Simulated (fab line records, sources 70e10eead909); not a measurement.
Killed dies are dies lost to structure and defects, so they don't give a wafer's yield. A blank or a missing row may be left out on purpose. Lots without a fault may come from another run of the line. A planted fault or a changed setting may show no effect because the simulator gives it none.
Which tool did it? | flow nand_harc | 13 lots, 39 wafers sampled, at 6 steps of a route of 1302

WHAT THE GAUGES READ, wafer by wafer
NHARC_A_CHANNEL_FILL_D1_INSPECT_13. Usual: raw_defect_count 289, standard deviation 95.
lot  | measured     | on                | raw_defect_count | flag
L741 | day 11 02:13 | defect_inspect-01 | 222 194 229      |
L742 | day 11 17:20 | defect_inspect-02 | 223 223 311      |
L743 | day 12 03:47 | defect_inspect-02 | 316 291 366      |
L744 | day 12 12:29 | defect_inspect-02 | 330 250 176      |
L745 | day 13 13:47 | defect_inspect-01 | 305 332 388      |
L747 | day 14 04:58 | defect_inspect-02 | 201 472 208      |
L748 | day 14 11:25 | defect_inspect-02 | 234 277 410      |
L750 | day 15 12:00 | defect_inspect-02 | 217 296 399      |
L752 | day 15 20:37 | defect_inspect-01 | 324 592 356      |
L755 | day 17 05:30 | defect_inspect-02 | 272 245 202      |
L760 | day 19 15:31 | defect_inspect-01 | 161 234 155      |
L761 | day 19 22:55 | defect_inspect-01 | 204 257 204      |
L763 | day 20 08:47 | defect_inspect-02 | 356 401 309      |

NHARC_A_DECK1_JOINT_THK_MEAS_17: measures by ellipsometry. Usual: thk_nm 44.8 nm, standard deviation 1.1.
lot  | measured     | on            | thk_nm (nm)                   | flag
L741 | day 12 13:53 | film_metro-01 | 45.7 43.7 43.9                |
L742 | day 13 09:01 | film_metro-02 | 43.9 45.8 44.7                |
L743 | day 13 14:47 | film_metro-02 | 43.2 44.2 45.7                |
L744 | day 14 02:15 | film_metro-02 | 46.3 48.1 44.9                |
L745 | day 15 04:21 | film_metro-01 | 43.6 43.5 46.7                |
L747 | day 15 15:52 | film_metro-01 | 45.4 45.3 46.2                |
L748 | day 15 23:34 | film_metro-01 | 44.1 44.1 45.3                |
L750 | day 16 21:17 | film_metro-01 | 30.1 29.6 28.4 30.0 28.2 28.4 | OFF
L752 | day 17 11:30 | film_metro-01 | 28.6 28.4 27.2 28.9 28.9 31.0 | OFF
L755 | day 18 15:11 | film_metro-01 | 44.1 44.8 46.3                |
L760 | day 21 00:17 | film_metro-02 | 42.9 45.6 44.2                |
L761 | day 21 07:38 | film_metro-02 | 42.5 45.7 45.3                |
L763 | day 21 17:56 | film_metro-02 | 43.7 45.6 45.6                |

NHARC_END_SORT_01. Usual: killed_at_array 46, standard deviation 16; killed_at_other 0.9, standard deviation 1.3; killed_at_periphery 4.1, standard deviation 3; killed_dies 51, standard deviation 17; killed_open 3.5, standard deviation 1.8; killed_short 2.5, standard deviation 1.8.
lot  | measured     | on        | killed_at_array | killed_at_other | killed_at_periphery | killed_dies | killed_open | killed_short | flag
L744 | day 26 10:02 | prober-01 | 41 44 64        | 1 1 1           | 5 9 7               | 47 54 72    | 2 7 4       | 1 3 0        |
L750 | day 28 20:07 | prober-01 | 47 59 51        | 2 3 1           | 2 1 1               | 51 63 53    | 0 3 4       | 2 2 1        |
L752 | day 29 18:41 | prober-01 | 28 36 36        | 1 2 0           | 8 4 8               | 37 42 44    | 3 6 2       | 1 3 0        |

WHICH TOOL RAN EACH LOT (tool, then ch and the chambers of the sampled wafers, then the start)
lot  | NHARC_A_CHANNEL_FILL_D1_ALD_15                 | NHARC_A_CHANNEL_FILL_D1_CMP_10 | NHARC_A_DECK1_JOINT_DEP_16
L741 | ald_sin_batch-02 ch 0, day 11 01:49 or earlier | cmp-03 ch 0,3, day 11 01:49    | pecvd-02 ch 0,1,2, day 12 13:36
L742 | ald_sin_batch-02 ch 0, day 11 16:56 or earlier | cmp-01 ch 1,3, day 11 16:56    | pecvd-03 ch 0,1,2, day 13 08:44
L743 | ald_sin_batch-02 ch 0, day 12 03:22 or earlier | cmp-03 ch 0,1, day 12 03:22    | pecvd-04 ch 1,2, day 13 14:31
L744 | ald_sin_batch-01 ch 0, day 12 12:06 or earlier | cmp-04 ch 2,3, day 12 12:06    | pecvd-03 ch 0,1,2, day 14 02:02
L745 | ald_sin_batch-02 ch 0, day 13 13:22 or earlier | cmp-03 ch 0,3, day 13 13:22    | pecvd-04 ch 0,2, day 15 04:05
L747 | ald_sin_batch-03 ch 0, day 14 04:35 or earlier | cmp-04 ch 2,3, day 14 04:35    | pecvd-03 ch 1,2, day 15 15:34
L748 | ald_sin_batch-03 ch 0, day 14 10:59 or earlier | cmp-03 ch 1,2,3, day 14 10:59  | pecvd-03 ch 0,1, day 15 23:19
L750 | ald_sin_batch-01 ch 0, day 15 11:35 or earlier | cmp-03 ch 1,2,3, day 15 11:35  | pecvd-03 ch 1,2, day 16 21:02
L752 | ald_sin_batch-01 ch 0, day 15 20:12 or earlier | cmp-01 ch 0,1, day 15 20:12    | pecvd-03 ch 0,2, day 17 11:13
L755 | ald_sin_batch-02 ch 0, day 17 05:07 or earlier | cmp-03 ch 0,1, day 17 05:07    | pecvd-02 ch 0,2, day 18 14:56
L760 | ald_sin_batch-01 ch 0, day 19 15:07 or earlier | cmp-04 ch 1,2,3, day 19 15:07  | pecvd-02 ch 0,1,2, day 21 00:02
L761 | ald_sin_batch-01 ch 0, day 19 22:30 or earlier | cmp-03 ch 1,2,3, day 19 22:30  | pecvd-04 ch 0,2, day 21 07:22
L763 | ald_sin_batch-03 ch 0, day 20 08:23 or earlier | cmp-03 ch 0,1,3, day 20 08:23  | pecvd-03 ch 0,1,2, day 21 17:39
- NHARC_A_CHANNEL_FILL_D1_ALD_15: deposits SiNx, target thk 2 nm, pulse time 60 s, ald cycles 19.
- NHARC_A_CHANNEL_FILL_D1_CMP_10: polishes, target thk 150 nm.
- NHARC_A_DECK1_JOINT_DEP_16: deposits SiO2, target thk 45 nm.

WHAT THE TOOLS THEMSELVES READ (means of the sampled wafers that have a number; where no wafer has one, the mark that the record gives instead)
NHARC_A_CHANNEL_FILL_D1_ALD_15. Usual: precursor_pulse_height_rel 1.002, standard deviation 0.02.
lot  | tool             | precursor_pulse_height_rel | flag
L741 | ald_sin_batch-02 | 1.016                      |
L742 | ald_sin_batch-02 | 1.004                      |
L743 | ald_sin_batch-02 | 1.026                      |
L744 | ald_sin_batch-01 | 1.022                      |
L745 | ald_sin_batch-02 | 0.997                      |
L747 | ald_sin_batch-03 | 1.007                      |
L748 | ald_sin_batch-03 | 0.992                      |
L750 | ald_sin_batch-01 | 0.999                      |
L752 | ald_sin_batch-01 | 0.991                      |
L755 | ald_sin_batch-02 | 0.984                      |
L760 | ald_sin_batch-01 | 1.003                      |
L761 | ald_sin_batch-01 | 0.989                      |
L763 | ald_sin_batch-03 | 1.000                      |

NHARC_A_CHANNEL_FILL_D1_CMP_10. Usual: motor_current_A 11.6 A, standard deviation 1.2; time_to_endpoint_s 14.4 s, standard deviation 2.7.
lot  | tool   | motor_current_A (A) | time_to_endpoint_s (s) | flag
L741 | cmp-03 | 11.7                | 16.6                   |
L742 | cmp-01 | 10.1                | 13.7                   |
L743 | cmp-03 | 12.7                | 16.9                   |
L744 | cmp-04 | 13.1                | 13.9                   |
L745 | cmp-03 | 11.9                | 17.1                   |
L747 | cmp-04 | 12.7                | 7.3                    |
L748 | cmp-03 | 12.2                | 14.0                   |
L750 | cmp-03 | 11.9                | 13.5                   |
L752 | cmp-01 | 10.0                | 9.9                    |
L755 | cmp-03 | 12.5                | 12.7                   |
L760 | cmp-04 | 11.9                | 13.0                   |
L761 | cmp-03 | 12.6                | 16.0                   |
L763 | cmp-03 | 11.9                | 16.5                   |

NHARC_A_DECK1_JOINT_DEP_16. Usual: heater_power_w 531 W, standard deviation 110; throttle_valve_pct 16.2 %, standard deviation 0.44.
lot  | tool     | heater_power_w (W) | throttle_valve_pct (%) | flag
L741 | pecvd-02 | 549                | 16.0                   |
L742 | pecvd-03 | 510                | 16.2                   |
L743 | pecvd-04 | 513                | 15.9                   |
L744 | pecvd-03 | 503                | 16.4                   |
L745 | pecvd-04 | 483                | 16.1                   |
L747 | pecvd-03 | 469                | 16.6                   |
L748 | pecvd-03 | 567                | 16.8                   |
L750 | pecvd-03 | 547                | 15.9                   |
L752 | pecvd-03 | 556                | 16.2                   |
L755 | pecvd-02 | 509                | 16.0                   |
L760 | pecvd-02 | 560                | 16.0                   |
L761 | pecvd-04 | 455                | 15.8                   |
L763 | pecvd-03 | 576                | 16.4                   |

THE ANSWER, worked out from the rows above alone
Rule: a lot is off if the mean of its wafers that have a number lies more than 3 standard deviations from the usual mean. A lot without any number at a reading at which 4 lots or more have one is off too. The other lots that the step has rows for count as sound. The gauges are gone through in route order, then the tools' own readings, and for those a lot's mean is taken as printed above. The first step at which some lot is off is used, and at that step the reading that is off furthest; a lot without a number counts as furthest.
Off: L750, L752, at NHARC_A_DECK1_JOINT_THK_MEAS_17 (thk_nm).
A tool fits if, at a process step before that reading, it ran every lot that is off, and no sound lot after the first of them. The gauges at NHARC_A_DECK1_JOINT_THK_MEAS_17 are tried like those tools. NHARC_A_CHANNEL_FILL_D1_ALD_15 gives no start for some lots, so the hours and the order of its lots are those of NHARC_A_CHANNEL_FILL_D1_CMP_10. None of those tried fits.

WHAT THE SIMULATOR HAD PUT IN
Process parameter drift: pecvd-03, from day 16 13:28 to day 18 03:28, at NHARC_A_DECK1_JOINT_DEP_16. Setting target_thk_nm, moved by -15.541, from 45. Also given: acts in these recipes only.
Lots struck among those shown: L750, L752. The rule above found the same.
